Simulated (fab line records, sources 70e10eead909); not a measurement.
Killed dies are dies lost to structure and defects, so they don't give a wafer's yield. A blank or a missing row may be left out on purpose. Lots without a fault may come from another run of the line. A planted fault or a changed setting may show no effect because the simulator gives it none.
fab line records | flow nand_harc
record lots=24 wafers=72 last_day=34
route steps=1302 shown P_BONDPAD@364 A_ONON_D1@433 A_CHANNEL_HOLE_D1@463 A_CHANNEL_FILL_D1@492
lots that met no fault: from a run of the same line without faults
start_h: hours from the record's first day to the start of the lot's first wafer shown | wait_h: hours since the lot's step before | " the same as in the row above | L1.1+2: a row that stands for several wafers | - no value, or no start given | * or withheld: withheld | < > ~ a bound
route shown NAME@n: a module of which the file shows steps, and the number in the route of the first | usual: mean/standard deviation of fault-free wafers | same: alike in all rows | chamber/n: place in a boat | sites: the reading at each site | _std_site: their standard deviation | _edge_site: outer sites' mean less inner sites' | radius_mm: how far each site lies from the wafer's centre | mask NAME#n: copy n | behind: the tool/chamber that last shaped the wafer | hold: why the lot was held/for how many hours/how that ended | device: the transistor (n, p or np) that didn't switch | end of line: the same wafers' tests at the end of the route | a step without rows: its recipe alone | killed: dies lost to structure and defects at the first sort, not the wafer's yield | map: a wafer's dies, x killed, . not, _ none there
set.NAME: the setting as run; set.NAME@STEP: as run at that earlier step | model.NAME: the simulator's own value behind a step, which no gauge read
steps of the route over a sample of lots; a table a step, a row a wafer
services: from which hour (start_h, from the record's first day; less than 0 if before it) a tool's chamber was out of use, for how many hours, and why
## steps
# step NHARC_P_BONDPAD_CD_MEAS_09
# recipe target_cd_nm=500 landing_energy_ev=500
# usual cd_nm=500.0/1.2
# columns lot.wafer tool chamber start_h wait_h cd_nm
L074.2 cd_sem-01 0 142.02 - 502.9
L074.3 " 0 " " 499.8
L074.6 " 0 " " 500.8
L076.2 cd_sem-03 0 157.68 - 500.9
L076.3 " 0 " " 497.6
L076.4 " 0 " " 500.6
L075.3 cd_sem-03 0 158.29 - 499.7
L075.5 " 0 " " 500.5
L075.6 " 0 " " 498.4
L077.4 cd_sem-02 0 163.50 - 500.7
L077.5 " 0 " " 498.6
L077.6 " 0 " " 499.3
L078.1 cd_sem-03 0 176.51 - 500.9
L078.2 " 0 " " 500.2
L078.3 " 0 " " 499.4
L079.1 cd_sem-03 0 183.85 - 500.7
L079.3 " 0 " " 499.7
L079.4 " 0 " " 500.3
L080.2 cd_sem-03 0 191.54 - 500.4
L080.4 " 0 " " 499.1
L080.6 " 0 " " 500.8
L081.2 cd_sem-03 0 202.83 - 500.1
L081.3 " 0 " " 501.4
L081.5 " 0 " " 501.8
L082.1 cd_sem-03 0 215.37 - 500.7
L082.2 " 0 " " 498.5
L082.5 " 0 " " 501.4
L083.2 cd_sem-02 0 222.74 - 499.7
L083.4 " 0 " " 500.7
L083.5 " 0 " " 500.1
L084.2 cd_sem-01 0 237.04 - 498.7
L084.4 " 0 " " 498.9
L084.6 " 0 " " 500.7
L085.2 cd_sem-01 0 240.94 - 499.3
L085.3 " 0 " " 501.0
L085.4 " 0 " " 500.1
L086.3 cd_sem-02 0 254.93 - 501.9
L086.4 " 0 " " 500.8
L086.6 " 0 " " 500.8
L087.3 cd_sem-03 0 262.83 - 503.4
L087.4 " 0 " " 503.2
L087.6 " 0 " " 501.7
L088.3 cd_sem-03 0 280.66 - 500.1
L088.4 " 0 " " 499.3
L088.6 " 0 " " 499.0
L089.1 cd_sem-02 0 281.99 - 500.4
L089.2 " 0 " " 499.6
L089.6 " 0 " " 500.9
L090.2 cd_sem-01 0 295.58 - 500.5
L090.3 " 0 " " 500.3
L090.5 " 0 " " 497.5
L091.3 cd_sem-01 0 296.59 - 498.9
L091.4 " 0 " " 497.7
L091.6 " 0 " " 497.9
L092.4 cd_sem-03 0 329.59 - 499.7
L092.5 " 0 " " 499.4
L092.6 " 0 " " 498.8
L093.4 cd_sem-01 0 330.01 - 500.8
L093.5 " 0 " " 500.9
L093.6 " 0 " " 499.8
L094.1 cd_sem-02 0 335.68 - 501.5
L094.2 " 0 " " 501.6
L094.4 " 0 " " 500.8
L095.2 cd_sem-01 0 348.30 - 499.4
L095.5 " 0 " " 501.3
L095.6 " 0 " " 500.8
L096.2 cd_sem-02 0 357.88 - 500.0
L096.3 " 0 " " 500.8
L096.5 " 0 " " 499.4
L097.1 cd_sem-02 0 365.98 - 500.9
L097.2 " 0 " " 499.6
L097.5 " 0 " " 498.4
# step NHARC_A_ONON_D1_THK_MEAS_14
# recipe thk_meas_gauge=ellipsometry
# usual thk_nm=1001/6.8
# columns lot.wafer tool chamber start_h wait_h thk_nm
L074.2 film_metro-01 - 171.76 - 987
L074.3 " - " " 986
L074.6 " - " " 986
L076.2 film_metro-01 - 186.56 - 1020
L076.3 " - " " 1020
L076.4 " - " " 1018
L075.3 film_metro-02 - 186.56 - 996
L075.5 " - " " 998
L075.6 " - " " 996
L077.4 film_metro-01 - 192.76 - 996
L077.5 " - " " 994
L077.6 " - " " 996
L078.1 film_metro-02 - 205.26 - 1002
L078.2 " - " " 1003
L078.3 " - " " 1003
L079.1 film_metro-02 - 213.74 - 1011
L079.3 " - " " 1011
L079.4 " - " " 1013
L080.2 film_metro-01 - 221.60 - 993
L080.4 " - " " 995
L080.6 " - " " 995
L081.2 film_metro-01 - 234.28 - 1003
L081.3 " - " " 1003
L081.5 " - " " 1003
L082.1 film_metro-02 - 244.85 - 998
L082.2 " - " " 999
L082.5 " - " " 997
L083.2 film_metro-01 - 250.86 - 1002
L083.4 " - " " 1002
L083.5 " - " " 1003
L084.2 film_metro-02 - 265.85 - 1004
L084.4 " - " " 1005
L084.6 " - " " 1005
L085.2 film_metro-01 - 270.00 - 999
L085.3 " - " " 999
L085.4 " - " " 999
L086.3 film_metro-01 - 284.12 - 994
L086.4 " - " " 993
L086.6 " - " " 993
L087.3 film_metro-01 - 291.43 - 1000
L087.4 " - " " 1000
L087.6 " - " " 1000
L089.1 film_metro-02 - 313.31 - 1001
L089.2 " - " " 1001
L089.6 " - " " 1001
L088.3 film_metro-01 - 313.37 - 1003
L088.4 " - " " 1002
L088.6 " - " " 1001
L090.2 film_metro-02 - 324.84 - 1009
L090.3 " - " " 1008
L090.5 " - " " 1007
L091.3 film_metro-02 - 324.96 - 1008
L091.4 " - " " 1006
L091.6 " - " " 1007
L093.4 film_metro-02 - 358.52 - 994
L093.5 " - " " 995
L093.6 " - " " 995
L092.4 film_metro-01 - 358.52 - 998
L092.5 " - " " 996
L092.6 " - " " 995
L094.1 film_metro-01 - 367.76 - 1007
L094.2 " - " " 1008
L094.4 " - " " 1007
L095.2 film_metro-01 - 379.84 - 1003
L095.5 " - " " 999
L095.6 " - " " 1001
L096.2 film_metro-01 - 385.85 - 995
L096.3 " - " " 997
L096.5 " - " " 997
L097.1 film_metro-01 - 399.74 - 1006
L097.2 " - " " 1005
L097.5 " - " " 1004
# step NHARC_A_ONON_D1_THK_MEAS_34
# recipe thk_meas_gauge=ellipsometry
# usual thk_nm=200.4/2.7
# columns lot.wafer tool chamber start_h wait_h thk_nm
L074.2 film_metro-01 - 182.22 - 197.8
L074.3 " - " " 199.1
L074.6 " - " " 204.1
L076.2 film_metro-02 - 199.74 - 197.0
L076.3 " - " " 197.8
L076.4 " - " " 202.8
L075.3 film_metro-02 - 199.95 - 200.4
L075.5 " - " " 202.9
L075.6 " - " " 201.8
L077.4 film_metro-02 - 204.69 - 202.4
L077.5 " - " " 204.0
L077.6 " - " " 200.2
L078.1 film_metro-02 - 216.04 - 201.4
L078.2 " - " " 200.4
L078.3 " - " " 199.9
L079.1 film_metro-02 - 226.12 - 200.3
L079.3 " - " " 195.7
L079.4 " - " " 203.3
L080.2 film_metro-02 - 232.36 - 199.8
L080.4 " - " " 201.6
L080.6 " - " " 201.8
L081.2 film_metro-01 - 244.82 - 202.7
L081.3 " - " " 198.0
L081.5 " - " " 200.5
L082.1 film_metro-02 - 255.37 - 201.9
L082.2 " - " " 201.1
L082.5 " - " " 203.5
L083.2 film_metro-01 - 262.22 - 202.4
L083.4 " - " " 209.0
L083.5 " - " " 203.0
L084.2 film_metro-01 - 276.41 - 200.9
L084.4 " - " " 195.9
L084.6 " - " " 201.3
L085.2 film_metro-01 - 281.95 - 198.2
L085.3 " - " " 197.2
L085.4 " - " " 202.7
L086.3 film_metro-01 - 297.18 - 198.0
L086.4 " - " " 199.4
L086.6 " - " " 200.6
L087.3 film_metro-01 - 301.98 - 197.9
L087.4 " - " " 202.2
L087.6 " - " " 199.1
L088.3 film_metro-02 - 325.06 - 202.9
L088.4 " - " " 203.2
L088.6 " - " " 203.4
L089.1 film_metro-01 - 325.10 - 200.5
L089.2 " - " " 198.9
L089.6 " - " " 201.0
L091.3 film_metro-02 - 335.34 - 198.0
L091.4 " - " " 203.9
L091.6 " - " " 200.8
L090.2 film_metro-01 - 335.34 - 200.7
L090.3 " - " " 198.1
L090.5 " - " " 204.8
L093.4 film_metro-01 - 369.01 - 204.2
L093.5 " - " " 203.5
L093.6 " - " " 203.1
L092.4 film_metro-01 - 369.16 - 199.6
L092.5 " - " " 202.4
L092.6 " - " " 200.6
L094.1 film_metro-01 - 378.30 - 199.6
L094.2 " - " " 195.9
L094.4 " - " " 199.1
L095.2 film_metro-02 - 390.36 - 196.7
L095.5 " - " " 202.5
L095.6 " - " " 200.9
L096.2 film_metro-02 - 397.52 - 197.8
L096.3 " - " " 193.3
L096.5 " - " " 199.8
L097.1 film_metro-02 - 410.78 - 199.1
L097.2 " - " " 197.8
L097.5 " - " " 199.5
# step NHARC_A_CHANNEL_HOLE_D1_OVL_MEAS_11
# usual overlay_x_nm=-0.2/0.86 overlay_y_nm=0.0/0.81
# columns lot.wafer tool chamber start_h wait_h overlay_x_nm overlay_y_nm
L074.2 overlay-02 - 185.89 - -0.8 0.0
L074.3 " - " " -0.2 0.2
L074.6 " - " " -1.3 1.0
L076.2 overlay-01 - 202.63 - -0.1 0.4
L076.3 " - " " -0.8 0.9
L076.4 " - " " 0.2 0.2
L075.3 overlay-02 - 204.01 - 0.0 1.1
L075.5 " - " " 0.1 0.6
L075.6 " - " " 0.3 1.2
L077.4 overlay-02 - 207.55 - 1.6 0.7
L077.5 " - " " 1.0 0.9
L077.6 " - " " 1.3 0.7
L078.1 overlay-02 - 218.89 - 0.0 -0.6
L078.2 " - " " -0.6 -0.9
L078.3 " - " " -0.4 -0.1
L079.1 overlay-01 - 230.43 - 0.1 -0.3
L079.3 " - " " 0.0 -0.6
L079.4 " - " " -0.2 -0.8
L080.2 overlay-01 - 238.01 - -0.3 0.9
L080.4 " - " " -0.7 0.6
L080.6 " - " " -0.8 0.0
L081.2 overlay-01 - 250.28 - -1.4 -1.3
L081.3 " - " " -0.8 -1.6
L081.5 " - " " -1.6 -1.7
L082.1 overlay-01 - 259.73 - 0.8 0.2
L082.2 " - " " 1.1 -0.1
L082.5 " - " " 1.2 0.3
L083.2 overlay-02 - 264.97 - 1.7 0.9
L083.4 " - " " 1.7 0.8
L083.5 " - " " 1.6 1.3
L084.2 overlay-02 - 279.28 - -1.1 0.0
L084.4 " - " " -0.7 0.3
L084.6 " - " " -0.4 0.2
L085.2 overlay-01 - 284.71 - -1.2 -0.6
L085.3 " - " " -1.2 0.4
L085.4 " - " " -1.5 0.0
L086.3 overlay-02 - 303.35 - 0.5 0.7
L086.4 " - " " 1.0 0.8
L086.6 " - " " 0.5 0.8
L087.3 overlay-01 - 308.85 - -0.4 -0.9
L087.4 " - " " -0.2 -0.9
L087.6 " - " " -0.6 -1.3
L088.3 overlay-01 - 330.15 - 0.7 0.1
L088.4 " - " " 0.9 -0.5
L088.6 " - " " 0.9 -0.2
L089.1 overlay-01 - 331.60 - -0.8 -1.8
L089.2 " - " " -0.8 -1.5
L089.6 " - " " -1.1 -1.8
L091.3 overlay-01 - 339.90 - -0.7 0.2
L091.4 " - " " -1.0 0.2
L091.6 " - " " -0.7 0.8
L090.2 overlay-02 - 340.34 - 0.1 0.8
L090.3 " - " " 0.1 0.6
L090.5 " - " " 0.0 0.9
L093.4 overlay-02 - 371.91 - -0.5 -0.1
L093.5 " - " " 0.1 -0.7
L093.6 " - " " -0.1 -0.8
L092.4 overlay-02 - 373.23 - -0.9 -0.1
L092.5 " - " " -1.0 0.7
L092.6 " - " " -1.1 0.1
L094.1 overlay-01 - 386.75 - -1.0 -0.8
L094.2 " - " " -0.9 -0.5
L094.4 " - " " -1.4 -0.4
L095.2 overlay-01 - 393.10 - 0.2 1.3
L095.5 " - " " -1.2 1.4
L095.6 " - " " -0.6 0.9
L096.2 overlay-01 - 402.95 - 0.1 0.1
L096.3 " - " " 0.1 0.2
L096.5 " - " " 0.3 0.3
L097.1 overlay-02 - 413.64 - 0.7 -1.1
L097.2 " - " " 1.2 -1.2
L097.5 " - " " 0.7 -1.1
# step NHARC_A_CHANNEL_HOLE_D1_ETCH_16
# recipe target_depth_a=31000 over_etch_frac=0.3 time_s=806 ion_energy_ev=150 o2_flow_sccm=400 cos_flow_sccm=20 ar_flow_sccm=0 rf_w=500 bias_w=300 chemistry=O2/COS
# usual drypump_motor_current_A=5.9/0.4 oes_product_au=1.001/0.007 rf_vpp_V=313.5/1.9 showerhead_plenum_p_Torr=3.08/0.13 throttle_valve_pct=28.331/0.0094
# columns lot.wafer tool chamber start_h wait_h drypump_motor_current_A oes_product_au rf_hours_counter_h rf_vpp_V showerhead_plenum_p_Torr throttle_valve_pct
L074.2 rie_diel-09 3 - - 5.7 0.995 2 312.3 2.97 28.316
L074.3 " 2 " " 6.3 0.996 2 311.3 2.97 28.339
L074.6 " 0 " " 5.5 0.989 - 313.8 3.14 28.334
L076.2 rie_diel-09 1 - - 6.2 1.006 3 315.3 3.19 28.326
L076.3 " 2 " " 6.3 1.004 3 311.5 2.97 28.327
L076.4 " 3 " " 5.7 1.003 3 313.0 2.97 28.318
L075.3 rie_diel-09 3 - - 5.7 1.005 4 312.9 2.97 28.338
L075.6 " 3 " " 5.7 1.002 - 310.5 2.97 28.311
L075.5 " 0 " " 5.5 1.004 - 314.4 3.14 28.320
L077.4 rie_diel-09 3 - - 5.7 0.997 4 311.5 2.97 28.335
L077.5 " 2 " " 6.3 1.001 - 312.2 2.97 28.329
L077.6 " 3 " " 5.7 0.993 - 310.6 2.97 28.332
L078.1 rie_diel-06 3 - - 5.4 1.011 23 312.6 3.03 28.324
L078.2 " 0 " " 6.5 1.008 25 316.0 3.25 28.322
L078.3 " 2 " " 5.3 0.994 26 312.8 3.03 28.335
L079.1 rie_diel-09 1 - - 6.2 1.005 6 315.8 3.19 28.324
L079.4 " 2 " " 6.3 1.002 6 312.6 2.97 28.335
L079.3 " 0 " " 5.5 1.008 6 314.3 3.14 28.321
L080.4 rie_diel-01 0 - - 5.3 1.000 8 318.3 3.37 28.340
L080.2 " 3 " " 6.6 0.996 10 315.1 3.03 28.325
L080.6 " 0 " " 5.3 1.010 - 315.4 3.37 28.329
L081.2 rie_diel-06 3 - - 5.4 1.000 35 312.9 3.03 28.341
L081.3 " 2 " " 5.3 0.994 38 312.1 3.02 28.324
L081.5 " 3 " " 5.4 1.004 - 312.9 3.03 28.336
L082.2 rie_diel-09 0 - - 5.5 0.995 7 313.0 3.14 28.332
L082.1 " 1 " " 6.2 0.997 7 315.3 3.19 28.337
L082.5 " 3 " " 5.6 1.004 - 313.2 2.97 28.342
L083.2 rie_diel-09 2 - - 6.3 0.998 8 311.9 2.96 28.329
L083.4 " 1 " " 6.2 0.997 8 314.9 3.19 28.324
L083.5 " 2 " " 6.4 1.000 - 313.5 2.96 28.332
L084.2 rie_diel-01 1 - - 5.6 0.995 19 311.4 2.94 28.327
L084.4 " 1 " " 5.6 1.005 - 311.6 2.94 28.348
L084.6 " 2 " " 5.8 0.996 - 317.1 3.31 28.341
L085.3 rie_diel-01 3 - - 6.6 0.996 27 312.3 3.02 28.325
L085.4 " 0 " " 5.3 1.002 23 318.0 3.36 28.337
L085.2 " 1 " " 5.6 0.993 22 311.4 2.94 28.325
L086.4 rie_diel-09 0 - - 5.4 0.999 10 315.0 3.14 28.322
L086.3 " 1 " " 6.3 0.996 11 314.9 3.19 28.330
L086.6 " 1 " " 6.3 1.009 - 315.2 3.19 28.322
L087.3 rie_diel-09 1 - - 6.2 0.999 11 315.1 3.19 28.319
L087.4 " 2 " " 6.3 0.995 11 311.8 2.96 28.329
L087.6 " 0 " " 5.5 0.986 - 314.9 3.14 28.346
L088.4 rie_diel-09 3 - - 5.7 1.000 0 311.5 2.97 28.354
L088.3 " 1 " " 6.2 1.015 0 315.2 3.18 28.326
L088.6 " 0 " " 5.5 0.999 - 315.3 3.14 28.332
L089.2 rie_diel-09 0 - - 5.5 0.993 1 313.6 3.14 28.312
L089.1 " 1 " " 6.2 0.999 1 314.6 3.18 28.347
L089.6 " 0 " " 5.5 0.995 - 314.6 3.14 28.325
L091.4 rie_diel-01 1 - - 5.6 1.000 40 311.8 2.93 28.315
L091.3 " 3 " " 6.6 0.994 44 313.3 3.01 28.328
L091.6 " 0 " " 5.4 1.001 - 317.2 3.35 28.333
L090.2 rie_diel-09 1 - - 6.3 1.002 1 314.8 3.18 28.324
L090.3 " 0 " " 5.5 0.997 2 314.6 3.14 28.331
L090.5 " 2 " " 6.3 1.006 - 312.7 2.96 28.329
L093.4 rie_diel-09 3 - - 5.7 1.009 3 312.2 2.97 28.337
L093.5 " 0 " " 5.5 1.004 - 313.8 3.13 28.337
L093.6 " 1 " " 6.2 1.000 - 313.8 3.18 28.325
L092.4 rie_diel-01 3 - - 6.6 0.997 52 312.3 3.01 28.316
L092.6 " 2 " " 5.8 1.001 - 316.8 3.29 28.346
L092.5 " 3 " " 6.6 1.000 - 313.6 3.01 28.328
L094.1 rie_diel-09 3 - - 5.7 0.996 5 310.8 2.97 28.320
L094.2 " 1 " " 6.2 1.008 5 313.3 3.18 28.336
L094.4 " 2 " " 6.3 0.995 5 310.8 2.96 28.361
L095.2 rie_diel-06 0 - - 6.5 1.023 27 315.0 3.22 28.335
L095.5 " 0 " " 6.5 1.009 - 316.8 3.22 28.322
L095.6 " 1 " " 5.9 1.015 - 313.4 2.92 28.342
L096.3 rie_diel-06 2 - - 5.4 1.009 36 312.7 2.99 28.313
L096.2 " 0 " " 6.5 0.992 30 315.8 3.22 28.323
L096.5 " 1 " " 6.0 1.001 - 310.9 2.92 28.329
L097.2 rie_diel-09 0 - - 5.5 0.995 7 313.5 3.13 28.329
L097.1 " 2 " " 6.3 0.992 7 312.2 2.96 28.341
L097.5 " 0 " " 5.5 0.992 - 315.1 3.13 28.325
# step NHARC_A_CHANNEL_FILL_D1_ALD_02
# recipe target_thk_a=60 pulse_time_s=10 ald_cycles=60 temp_c=300 material=SiO2
# usual heater_power_w=470/37 precursor_pulse_height_rel=1.002/0.021
# columns lot.wafer tool chamber start_h wait_h heater_power_w precursor_pulse_height_rel
L074.3 ald_hk-03 1 193.56 - 533 1.009
L074.2 " 3 " " 504 1.019
L074.6 " 2 " " 504 0.976
L076.3 ald_hk-03 0 210.85 - 444 0.960
L076.4 " 1 " " 531 0.954
L076.2 " 2 " " 493 1.015
L075.3 ald_hk-03 1 211.49 - 523 1.005
L075.5 " 2 " " 506 0.972
L075.6 " 3 " " 485 1.033
L077.4 ald_hk-04 1 215.10 - 420 0.970
L077.6 " 3 " " 469 0.943
L077.5 " 0 " " 500 0.994
L078.2 ald_hk-04 2 226.08 - 442 1.003
L078.1 " 3 " " 483 0.996
L078.3 " 0 " " 517 0.991
L079.1 ald_hk-03 1 237.64 - 496 1.046
L079.3 " 2 " " 496 1.018
L079.4 " 3 " " 480 0.989
L080.4 ald_hk-03 1 245.71 - 486 1.017
L080.2 " 2 " " 502 0.989
L080.6 " 0 " " 421 0.985
L081.2 ald_hk-02 1 257.46 - 504 1.034
L081.3 " 2 " " 504 0.982
L081.5 " 1 " " 503 0.984
L082.2 ald_hk-04 3 267.06 - 459 1.012
L082.1 " 0 " " 488 0.996
L082.5 " 2 " " 465 1.006
L083.4 ald_hk-02 2 273.18 - 529 0.964
L083.2 " 3 " " 464 0.993
L083.5 " 2 " " 513 0.963
L084.2 ald_hk-03 1 287.13 - 509 1.001
L084.4 " 2 " " 504 0.957
L084.6 " 3 " " 473 1.004
L085.3 ald_hk-04 2 291.90 - 478 1.019
L085.4 " 3 " " 479 1.003
L085.2 " 0 " " 488 0.991
L086.4 ald_hk-04 2 312.62 - 463 1.001
L086.3 " 0 " " 490 0.976
L086.6 " 2 " " 457 1.020
L087.4 ald_hk-04 0 321.08 - 492 1.040
L087.3 " 2 " " 463 1.022
L087.6 " 1 " " 401 1.032
L088.4 ald_hk-03 2 340.67 - 490 0.998
L088.3 " 0 " " 425 0.953
L088.6 " 2 " " 508 1.024
L089.1 ald_hk-04 0 341.93 - 495 1.001
L089.2 " 2 " " 465 1.012
L089.6 " 0 " " 491 1.018
L091.3 ald_hk-03 0 348.78 - 415 0.981
L091.4 " 2 " " 493 0.974
L091.6 " 0 " " 418 1.030
L090.3 ald_hk-04 1 350.18 - 408 1.004
L090.2 " 2 " " 457 0.953
L090.5 " 0 " " 484 1.043
L093.4 ald_hk-03 1 379.64 - 503 0.979
L093.5 " 0 " " 407 1.010
L093.6 " 1 " " 496 1.005
L092.4 ald_hk-03 0 380.63 - 414 1.011
L092.5 " 2 " " 505 1.003
L092.6 " 3 " " 468 1.000
L094.2 ald_hk-02 2 393.91 - 513 1.026
L094.4 " 3 " " 459 1.006
L094.1 " 0 " " 409 0.988
L095.2 ald_hk-03 1 403.32 - 528 1.021
L095.5 " 2 " " 496 0.989
L095.6 " 3 " " 461 0.981
L096.2 ald_hk-03 1 411.39 - 527 0.990
L096.3 " 3 " " 459 0.991
L096.5 " 1 " " 528 1.009
L097.1 ald_hk-02 3 420.79 - 448 1.010
L097.2 " 1 " " 487 1.007
L097.5 " 0 " " 396 0.995
## services
# columns tool chamber start_h hours kind
ald_hk-02 - 172.86 10.0 pm
rie_diel-09 0 176.60 - clean
rie_diel-09 1 176.60 - clean
rie_diel-09 2 176.60 - clean
rie_diel-09 3 176.60 - clean
rie_diel-06 3 187.23 3.0 repair
rie_diel-09 0 201.10 - clean
rie_diel-09 1 201.10 - clean
rie_diel-01 - 205.39 9.0 pm
ald_hk-03 - 214.48 10.0 pm
rie_diel-01 1 216.41 1.2 repair
rie_diel-01 0 241.27 3.0 repair
ald_hk-02 - 241.35 0.9 repair
rie_diel-01 0 278.46 4.3 repair
rie_diel-09 2 289.30 14.3 repair
rie_diel-01 0 299.93 2.2 repair
rie_diel-06 - 307.56 9.0 pm
rie_diel-01 - 317.13 0.7 repair
rie_diel-09 1 319.28 1.5 repair
rie_diel-09 - 320.32 9.0 pm
rie_diel-01 3 352.24 8.4 repair
rie_diel-01 - 382.39 9.0 pm
ald_hk-03 - 392.48 10.0 pm
rie_diel-06 - 419.89 0.2 repair
## key
fault none
